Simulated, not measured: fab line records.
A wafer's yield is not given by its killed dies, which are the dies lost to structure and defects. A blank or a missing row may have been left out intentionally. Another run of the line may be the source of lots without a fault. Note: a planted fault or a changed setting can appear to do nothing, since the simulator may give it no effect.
Matching of chambers | flow nand harc | pecvd-02 running NHARC_P_M1_DEP_33: 3 sister chambers
The step deposits SiCN, target thk 30 nm. 3 wafers are shown with their chamber, then 10 later ones without.

== EACH WAFER AND ITS CHAMBER ==
wafer  | chamber | heater power w (W)
L087.5 | 2       | 473
L093.3 | 0       | 533
L093.5 | 1       | 532

== WAFERS WITH NO CHAMBER GIVEN ==
wafer  | heater power w (W)
L093.6 | 510
L094.2 | 464
L094.3 | 549
L094.4 | 513
L095.3 | 479
L095.4 | 492
L095.6 | 491
L096.3 | 583
L096.4 | 577
L096.5 | 488

== WHICH CHAMBER EACH ONE RAN IN ==
wafer  | from the rows above          | in truth
L093.6 | can't be placed: 1 or 0 or 2 | 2
L094.2 | 2                            | 2
L094.3 | can't be placed: 0 or 1      | 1
L094.4 | can't be placed: 1 or 0 or 2 | 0
L095.3 | can't be placed: 2 or 1 or 0 | 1
L095.4 | can't be placed: 2 or 1 or 0 | 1
L095.6 | can't be placed: 2 or 1 or 0 | 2
L096.3 | can't be placed: 0 or 1      | 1
L096.4 | can't be placed: 0 or 1      | 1
L096.5 | can't be placed: 2 or 1 or 0 | 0
Correctly placed: 1 of 10. Cannot be placed on the basis of these rows: 9; the candidates contain the true chamber in 9. Wrongly placed: 0.
How it was worked out, from the rows above alone: a wafer's distance from a chamber is the root of the sum, over the readings, of the square of ((its reading less the chamber's mean) divided by the reading's scatter). The wafer belongs to the nearest chamber; if the next one is less than 2 further off, it can't be placed. The mean given for a chamber averages the wafers shown for that chamber. The scatter (one wafer shown for each chamber): square how far every hidden wafer sits from the nearest shown wafer, average those squares and take the square root.
